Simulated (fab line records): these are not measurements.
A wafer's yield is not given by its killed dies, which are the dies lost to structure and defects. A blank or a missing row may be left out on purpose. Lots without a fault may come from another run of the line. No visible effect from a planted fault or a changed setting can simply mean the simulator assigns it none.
Which tool was responsible? :: flow n5-finfet :: Sampling: 10 lots, 29 wafers, 5 of 1938 route steps

## WHAT THE GAUGES SHOWED, per wafer
N5_HKMG_FIN_OVL_MEAS_50. Usual: NDIPOLE_OVL gives -0.2 nm (standard deviation 0.63).
lot: L919
measured: day 4 03:10
on: overlay-01
NDIPOLE_OVL (nm): 0.1 -0.7 0.4
flag: 

lot: L920
measured: day 4 07:14
on: overlay-01
NDIPOLE_OVL (nm): -1.3 -0.2 0.0
flag: 

lot: L921
measured: day 4 14:16
on: overlay-01
NDIPOLE_OVL (nm): -0.7 0.2 0.0
flag: 

lot: L922
measured: day 4 18:10
on: overlay-01
NDIPOLE_OVL (nm): -0.4 0.7 -0.7
flag: 

lot: L924
measured: day 5 04:10
on: overlay-02
NDIPOLE_OVL (nm): -0.6 -0.4 -0.7
flag: 

lot: L926
measured: day 5 18:19
on: overlay-01
NDIPOLE_OVL (nm): 0.0 0.8 0.7
flag: 

lot: L937
measured: day 8 11:16
on: overlay-02
NDIPOLE_OVL (nm): -0.5 0.0
flag: 

lot: L939
measured: day 9 00:58
on: overlay-01
NDIPOLE_OVL (nm): -0.6 -0.8 -1.7
flag: 

lot: L940
measured: day 9 10:41
on: overlay-01
NDIPOLE_OVL (nm): -0.6 -0.3 -0.5
flag: 

lot: L941
measured: day 9 12:29
on: overlay-01
NDIPOLE_OVL (nm): -0.4 0.8 0.2
flag: 

N5_BEOL_M4_RC_MEAS_101. Usual: DIBL_N 36.6 mV/V, standard deviation 1.9; DIBL_P 36.7 mV/V, standard deviation 2.2; IOFF_N 0.16 nA/um, standard deviation 0.035; IOFF_P 0.22 nA/um, standard deviation 0.038; ION_N 672 uA/um, standard deviation 14; ION_P 462 uA/um, standard deviation 8.3; SS_N 71.6 mV/dec, standard deviation 0.65; SS_P 73.5 mV/dec, standard deviation 0.72; VT_N 250 mV, standard deviation 3.5; VT_P -250 mV, standard deviation 3.1.
lot: L919
measured: day 9 11:10
on: prober-01
DIBL_N (mV/V): 39.2 37.5 33.2
DIBL_P (mV/V): 40.5 39.0 32.6
IOFF_N (nA/um): 0.22 0.17 0.10
IOFF_P (nA/um): 0.34 0.29 0.18
ION_N (uA/um): 686 677 646
ION_P (uA/um): 483 471 455
SS_N (mV/dec): 71.1 71.0 69.9
SS_P (mV/dec): 74.5 73.9 72.5
VT_N (mV): 243 247 255
VT_P (mV): -239 -244 -252
flag: 

lot: L920
measured: day 9 10:38
on: prober-02
DIBL_N (mV/V): 37.8 42.0 34.8
DIBL_P (mV/V): 36.2 40.1 33.9
IOFF_N (nA/um): 0.15 0.27 0.13
IOFF_P (nA/um): 0.21 0.27 0.18
ION_N (uA/um): 666 682 680
ION_P (uA/um): 459 458 468
SS_N (mV/dec): 71.6 73.9 71.1
SS_P (mV/dec): 72.7 74.7 72.6
VT_N (mV): 250 245 252
VT_P (mV): -249 -249 -251
flag: 

lot: L921
measured: day 10 02:23
on: prober-02
DIBL_N (mV/V): 37.3 33.2 34.2
DIBL_P (mV/V): 37.3 32.7 34.5
IOFF_N (nA/um): 0.16 0.11 0.13
IOFF_P (nA/um): 0.25 0.18 0.20
ION_N (uA/um): 690 685 676
ION_P (uA/um): 480 474 477
SS_N (mV/dec): 71.2 70.0 70.5
SS_P (mV/dec): 73.6 72.5 72.5
VT_N (mV): 248 253 251
VT_P (mV): -247 -250 -249
flag: 

lot: L922
measured: day 9 21:14
on: prober-02
DIBL_N (mV/V): 35.1 36.8 35.6
DIBL_P (mV/V): 35.1 37.9 36.8
IOFF_N (nA/um): 0.14 0.16 0.15
IOFF_P (nA/um): 0.18 0.22 0.21
ION_N (uA/um): 679 668 680
ION_P (uA/um): 466 460 469
SS_N (mV/dec): 71.7 71.1 70.9
SS_P (mV/dec): 72.6 74.0 72.8
VT_N (mV): 252 253 250
VT_P (mV): -252 -251 -249
flag: 

lot: L924
measured: day 10 06:55
on: prober-02
DIBL_N (mV/V): 35.6 37.4 34.8
DIBL_P (mV/V): 35.6 37.6 36.4
IOFF_N (nA/um): 0.12 0.16 0.13
IOFF_P (nA/um): 0.20 0.22 0.21
ION_N (uA/um): 653 651 661
ION_P (uA/um): 462 448 462
SS_N (mV/dec): 71.6 72.3 70.8
SS_P (mV/dec): 72.9 73.5 73.2
VT_N (mV): 255 252 253
VT_P (mV): -250 -251 -248
flag: 

lot: L926
measured: day 10 21:10
on: prober-01
DIBL_N (mV/V): 35.9 37.0 38.1
DIBL_P (mV/V): 35.8 38.1 38.4
IOFF_N (nA/um): 0.14 0.17 0.18
IOFF_P (nA/um): 0.16 0.21 0.22
ION_N (uA/um): 675 661 685
ION_P (uA/um): 454 455 465
SS_N (mV/dec): 71.9 71.1 72.2
SS_P (mV/dec): 73.2 74.0 74.1
VT_N (mV): 254 250 250
VT_P (mV): -256 -252 -254
flag: 

lot: L937
measured: day 13 14:04
on: prober-02
DIBL_N (mV/V): 40.1 37.1
DIBL_P (mV/V): 40.6 36.5
IOFF_N (nA/um): 0.25 0.17
IOFF_P (nA/um): 0.26 0.20
ION_N (uA/um): 683 686
ION_P (uA/um): 459 466
SS_N (mV/dec): 72.1 71.5
SS_P (mV/dec): 74.9 73.9
VT_N (mV): 243 246
VT_P (mV): -249 -253
flag: 

lot: L939
measured: day 14 07:06
on: prober-01
DIBL_N (mV/V): 37.4 37.4 38.9
DIBL_P (mV/V): 38.4 38.9 38.7
IOFF_N (nA/um): 0.16 0.17 0.18
IOFF_P (nA/um): 0.22 0.25 0.24
ION_N (uA/um): 678 667 654
ION_P (uA/um): 468 455 452
SS_N (mV/dec): 71.0 71.4 72.4
SS_P (mV/dec): 74.4 73.9 74.9
VT_N (mV): 251 253 254
VT_P (mV): -249 -247 -249
flag: 

lot: L940
measured: day 14 14:19
on: prober-02
DIBL_N (mV/V): 38.1 35.2 35.7
DIBL_P (mV/V): 37.1 34.2 34.4
IOFF_N (nA/um): 0.19 0.14 0.14
IOFF_P (nA/um): 0.25 0.19 0.21
ION_N (uA/um): 669 680 678
ION_P (uA/um): 458 466 474
SS_N (mV/dec): 71.4 71.2 71.6
SS_P (mV/dec): 73.8 72.6 73.6
VT_N (mV): 249 251 249
VT_P (mV): -248 -250 -248
flag: 

lot: L941
measured: day 14 07:49
on: prober-02
DIBL_N (mV/V): 38.0 39.0 37.8
DIBL_P (mV/V): 37.2 39.1 36.6
IOFF_N (nA/um): 0.19 0.23 0.18
IOFF_P (nA/um): 0.26 0.31 0.25
ION_N (uA/um): 699 682 674
ION_P (uA/um): 472 467 463
SS_N (mV/dec): 71.8 71.8 72.4
SS_P (mV/dec): 73.5 74.1 73.6
VT_N (mV): 249 245 248
VT_P (mV): -244 -244 -245
flag: 

## EACH LOT AND THE TOOL THAT RAN IT (in order: tool; ch and the chambers of the sampled wafers; start)
lot: L919
N5_SDB_CMP_30: cmp-01 ch 1,2, day 4 01:17
N5_HKMG_FIN_HK_ALD_01: ald-hk-03 ch 1,2, day 4 02:12
N5_HKMG_FIN_ALD_74: ald-hk-01 ch 0,2,3, day 4 02:36

lot: L920
N5_SDB_CMP_30: cmp-04 ch 0,2,3, day 4 05:23
N5_HKMG_FIN_HK_ALD_01: ald-hk-02 ch 0,1,2, day 4 06:16
N5_HKMG_FIN_ALD_74: ald-hk-03 ch 1,2, day 4 06:40

lot: L921
N5_SDB_CMP_30: cmp-04 ch 1,2, day 4 12:23
N5_HKMG_FIN_HK_ALD_01: ald-hk-02 ch 0,3, day 4 13:17
N5_HKMG_FIN_ALD_74: ald-hk-03 ch 1,2, day 4 13:41

lot: L922
N5_SDB_CMP_30: cmp-01 ch 0,1,3, day 4 16:17
N5_HKMG_FIN_HK_ALD_01: ald-hk-03 ch 0,2,3, day 4 17:12
N5_HKMG_FIN_ALD_74: ald-hk-01 ch 1,2, day 4 17:36

lot: L924
N5_SDB_CMP_30: cmp-01 ch 0,1,2, day 5 02:17
N5_HKMG_FIN_HK_ALD_01: ald-hk-02 ch 1,3, day 5 03:15
N5_HKMG_FIN_ALD_74: ald-hk-03 ch 1,2, day 5 03:43

lot: L926
N5_SDB_CMP_30: cmp-01 ch 0,3, day 5 16:01
N5_HKMG_FIN_HK_ALD_01: ald-hk-02 ch 2,3, day 5 16:53
N5_HKMG_FIN_ALD_74: ald-hk-03 ch 0,1, day 5 17:17

lot: L937
N5_SDB_CMP_30: cmp-04 ch 2, day 8 09:25
N5_HKMG_FIN_HK_ALD_01: ald-hk-01 ch 2,3, day 8 10:17
N5_HKMG_FIN_ALD_74: ald-hk-03 ch 2,3, day 8 10:41

lot: L939
N5_SDB_CMP_30: cmp-03 ch 0,2,3, day 8 23:12
N5_HKMG_FIN_HK_ALD_01: ald-hk-03 ch 0,2,3, day 9 00:06
N5_HKMG_FIN_ALD_74: ald-hk-01 ch 1,2, day 9 00:31

lot: L940
N5_SDB_CMP_30: cmp-04 ch 0,1,3, day 9 08:50
N5_HKMG_FIN_HK_ALD_01: ald-hk-01 ch 0,2,3, day 9 09:43
N5_HKMG_FIN_ALD_74: ald-hk-02 ch 0,3, day 9 10:07

lot: L941
N5_SDB_CMP_30: cmp-04 ch 0,2, day 9 10:39
N5_HKMG_FIN_HK_ALD_01: ald-hk-03 ch 0,2, day 9 11:31
N5_HKMG_FIN_ALD_74: ald-hk-01 ch 0,2,3, day 9 11:55
- N5_SDB_CMP_30: polishes, stops on poly-Si, t overpolish 1.54 s, target thk 30 nm.
- N5_HKMG_FIN_HK_ALD_01: deposits HfO2, target thk 1.6 nm, pulse time 3 s, purge time 3 s.
- N5_HKMG_FIN_ALD_74: deposits La2O3, target thk 0.5 nm, pulse time 6 s, co reactant pulse time 1 s.

## AS READ BY THE TOOLS THEMSELVES (means over the sampled wafers that have a number; for cases with no such wafer, the mark the record gives instead)
N5_SDB_CMP_30. Usual: motor-current-A 12.2 A, standard deviation 1.5; overpolish-run-s 1.541 s, standard deviation 0.0085; platen-rpm 51.800 rpm, standard deviation 0.029; retaining-ring-pressure-frac 0.999, standard deviation 0.0051; time-to-endpoint-s 16.8 s, standard deviation 2.2.
lot: L919
tool: cmp-01
motor-current-A (A): 10.5
overpolish-run-s (s): 1.538
platen-rpm (rpm): 51.802
retaining-ring-pressure-frac: 1.003
time-to-endpoint-s (s): 15.5
flag: 

lot: L920
tool: cmp-04
motor-current-A (A): 11.4
overpolish-run-s (s): 1.542
platen-rpm (rpm): 51.810
retaining-ring-pressure-frac: 0.999
time-to-endpoint-s (s): 15.4
flag: 

lot: L921
tool: cmp-04
motor-current-A (A): 12.8
overpolish-run-s (s): 1.543
platen-rpm (rpm): 51.774
retaining-ring-pressure-frac: 0.999
time-to-endpoint-s (s): 21.5
flag: 

lot: L922
tool: cmp-01
motor-current-A (A): 12.8
overpolish-run-s (s): 1.541
platen-rpm (rpm): 51.833
retaining-ring-pressure-frac: 1.000
time-to-endpoint-s (s): 17.1
flag: 

lot: L924
tool: cmp-01
motor-current-A (A): 11.9
overpolish-run-s (s): 1.544
platen-rpm (rpm): 51.804
retaining-ring-pressure-frac: 0.995
time-to-endpoint-s (s): 17.5
flag: 

lot: L926
tool: cmp-01
motor-current-A (A): 14.3
overpolish-run-s (s): 1.543
platen-rpm (rpm): 51.834
retaining-ring-pressure-frac: 0.994
time-to-endpoint-s (s): 20.8
flag: 

lot: L937
tool: cmp-04
motor-current-A (A): 12.0
overpolish-run-s (s): 1.535
platen-rpm (rpm): 51.785
retaining-ring-pressure-frac: 1.005
time-to-endpoint-s (s): 14.4
flag: 

lot: L939
tool: cmp-03
motor-current-A (A): 13.2
overpolish-run-s (s): 1.537
platen-rpm (rpm): 51.805
retaining-ring-pressure-frac: 0.998
time-to-endpoint-s (s): 19.4
flag: 

lot: L940
tool: cmp-04
motor-current-A (A): 12.5
overpolish-run-s (s): 1.536
platen-rpm (rpm): 51.795
retaining-ring-pressure-frac: 1.001
time-to-endpoint-s (s): 17.6
flag: 

lot: L941
tool: cmp-04
motor-current-A (A): 10.7
overpolish-run-s (s): 1.537
platen-rpm (rpm): 51.807
retaining-ring-pressure-frac: 0.998
time-to-endpoint-s (s): 14.4
flag: 

N5_HKMG_FIN_HK_ALD_01. Usual: precursor-pulse-height-rel 0.999, standard deviation 0.019.
lot: L919
tool: ald-hk-03
precursor-pulse-height-rel: 0.991
flag: 

lot: L920
tool: ald-hk-02
precursor-pulse-height-rel: 0.989
flag: 

lot: L921
tool: ald-hk-02
precursor-pulse-height-rel: 0.984
flag: 

lot: L922
tool: ald-hk-03
precursor-pulse-height-rel: 1.009
flag: 

lot: L924
tool: ald-hk-02
precursor-pulse-height-rel: 0.980
flag: 

lot: L926
tool: ald-hk-02
precursor-pulse-height-rel: 1.002
flag: 

lot: L937
tool: ald-hk-01
precursor-pulse-height-rel: 0.980
flag: 

lot: L939
tool: ald-hk-03
precursor-pulse-height-rel: 0.989
flag: 

lot: L940
tool: ald-hk-01
precursor-pulse-height-rel: 1.008
flag: 

lot: L941
tool: ald-hk-03
precursor-pulse-height-rel: 0.993
flag: 

N5_HKMG_FIN_ALD_74. Usual: heater-power-w 344 W, standard deviation 34; precursor-pulse-height-rel 1.001, standard deviation 0.019.
lot: L919
tool: ald-hk-01
heater-power-w (W): 354
precursor-pulse-height-rel: 1.011
flag: 

lot: L920
tool: ald-hk-03
heater-power-w (W): 343
precursor-pulse-height-rel: 0.992
flag: 

lot: L921
tool: ald-hk-03
heater-power-w (W): 338
precursor-pulse-height-rel: 1.008
flag: 

lot: L922
tool: ald-hk-01
heater-power-w (W): 364
precursor-pulse-height-rel: 0.988
flag: 

lot: L924
tool: ald-hk-03
heater-power-w (W): 344
precursor-pulse-height-rel: 1.003
flag: 

lot: L926
tool: ald-hk-03
heater-power-w (W): 377
precursor-pulse-height-rel: 1.000
flag: 

lot: L937
tool: ald-hk-03
heater-power-w (W): 334
precursor-pulse-height-rel: 1.014
flag: 

lot: L939
tool: ald-hk-01
heater-power-w (W): 341
precursor-pulse-height-rel: 1.007
flag: 

lot: L940
tool: ald-hk-02
heater-power-w (W): 313
precursor-pulse-height-rel: 0.979
flag: 

lot: L941
tool: ald-hk-01
heater-power-w (W): 358
precursor-pulse-height-rel: 0.991
flag: 

## THE ANSWER, worked out from the rows above alone
Rule: take the mean of a lot's wafers that have a number; if it is more than 3 standard deviations from the usual mean, the lot is off. Also off: a lot with no number at a reading for which 4 or more lots have one. Any other lot the step has rows for is counted as sound. The gauges are gone through in route order, then the tools' own readings, and for those a lot's mean is taken as printed above. The first step at which some lot is off is used, and at that step the reading that is off furthest; a lot without a number counts as furthest.
No lot is off on any of the readings shown, so nothing can be concluded from this.

## WHAT THE SIMULATOR HAD PUT IN
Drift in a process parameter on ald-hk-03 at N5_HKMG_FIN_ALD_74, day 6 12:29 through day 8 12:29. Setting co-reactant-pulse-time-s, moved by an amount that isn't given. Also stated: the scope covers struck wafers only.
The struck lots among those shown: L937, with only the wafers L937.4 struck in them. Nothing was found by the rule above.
